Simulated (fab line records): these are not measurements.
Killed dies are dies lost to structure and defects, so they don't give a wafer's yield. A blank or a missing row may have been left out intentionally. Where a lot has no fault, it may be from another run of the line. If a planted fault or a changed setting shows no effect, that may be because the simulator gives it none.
Struck lot and sound lot, side by side ; flow n5 finfet ; 16 steps out of a route of 1938
Sound: the wafers L682.2, L682.4, L682.5. Struck: wafers L697.1, L697.6. At the end, the cause is stated.
Per side, at each step with rows, come the tool, then ch with its chambers, and then its first start. Under that, the readings that differ: sound wafers ; struck wafers ; difference of the means ; sigmas: that difference in standard deviations of wafers without a fault.
alike: readings whose means differ by less than 2 such deviations, and words and numbers that are the same on both sides. not compared: withheld readings, readings that some wafer has no value for, bounds like >300 that may hide the same value, and numbers for which the record gives no deviation and whose values overlap.
The two part at a step that has a row with sigmas, a row that says differs or no value, or rows on one side only. Non-overlapping numbers with no deviation appear without sigmas and do not part them. Lack of a reading on every wafer of one side parts them only where that side has two or more wafers.

first, 8 steps without rows for these wafers: N5_BEOL_M12_COAT_58 (time 60 s, resist thk 89 nm); N5_BEOL_M12_COAT_04 (resist thk 400 nm); N5_BEOL_M12_EBR_06; N5_BEOL_M12_SOFTBAKE_05 (time 60 s); N5_BEOL_M12_EXPOSE_07 (exposes mask V11); N5_BEOL_M12_PEB_08 (peb time 90 s); N5_BEOL_M12_DEVELOP_09 (develop time 45 s); N5_BEOL_M12_HARDBAKE_14 (time 120 s).
N5_BEOL_M12_CD_MEAS_10: the cd target is 140 nm.
  sound on cd sem-03 ch 0, day 12 20:48; struck on cd sem-01 ch 0, day 16 20:26
  alike: cd nm
N5_BEOL_M12_OVL_MEAS_11:
  sound on overlay-01 ch 0, day 12 20:50; struck on overlay-01 ch 0, day 16 20:29
  alike: V11_OVL
N5_BEOL_M12_INSPECT_12: inspects for defects (macro).
  sound on defect inspect-01 at day 12 20:52; struck on defect inspect-02 at day 16 20:30
  alike: raw defect count
N5_BEOL_M12_DESCUM_15: chemistry O2, time 7.9 s.
  sound on rie diel-05 ch 0,1,2, day 12 20:53; struck on rie diel-01 ch 2,3, day 16 20:32
  alike: drypump motor current A, oes product au, rf vpp V, showerhead plenum p Torr, throttle valve pct
  not compared: rf hours counter h
N5_BEOL_M12_ETCH_59: etches BARC in N2/H2, target depth 89 nm, overetch 26.7 nm, time 67.9 s.
  sound on rie diel-05 ch 0,1,2, day 12 20:56; struck on rie diel-01 ch 2,3, day 16 20:34
reading;sound;struck;difference;sigmas
model.coat_of_BEOL_M12_COAT_04.thk nm (nm);316.6 316.8 317.8;334 335;+17;
model.etch.depth nm (nm);88.88 88.8 88.83;88.67 87.87;-0.57;
  alike: bias w, drypump motor current A, oes product au, rf vpp V, showerhead plenum p Torr, throttle valve pct
  not compared: rf hours counter h
N5_BEOL_M12_VIA_ETCH_16: etches SiOC in C4F8/O2/Ar, target depth 724.8 nm.
  sound on rie diel-05 ch 0,1,2, day 12 20:59; struck on rie diel-01 ch 2,3, day 16 20:37
reading;sound;struck;difference;sigmas
model.coat_of_BEOL_M12_COAT_04.thk nm (nm);122.4 119.6 121.8;141.2 140;+19.3;
  alike: C4F8_flow_sccm, bias w, drypump motor current A, mfc ar sccm, oes product au, rf vpp V, showerhead plenum p Torr, throttle valve pct
N5_BEOL_M12_STRIP_63: strips in N2/H2.
  sound on plasma asher-01 ch 0,1, day 12 21:11; struck on plasma asher-01 ch 1, day 16 20:49
reading;sound;struck;difference;sigmas
strip time to endpoint s (s);42.3 41.6 42.1;47.3 47.0;+5.1;+7
  alike: drypump motor current A, heater power w, oes product au
  not compared: rf hours counter h
N5_BEOL_M12_STRIP_64: strips in N2/H2.
  sound on plasma asher-01 ch 0,1, day 12 21:14; struck on plasma asher-01 ch 1, day 16 20:53
reading;sound;struck;difference;sigmas
heater power w (W);298 384 297;387 383;+59;+2
  alike: drypump motor current A, oes product au, strip time to endpoint s
  not compared: rf hours counter h

## WHERE THEY PART
Earliest at N5_BEOL_M12_STRIP_63; latest, in this record, at N5_BEOL_M12_STRIP_64.

WHY: what had been put in by the simulator
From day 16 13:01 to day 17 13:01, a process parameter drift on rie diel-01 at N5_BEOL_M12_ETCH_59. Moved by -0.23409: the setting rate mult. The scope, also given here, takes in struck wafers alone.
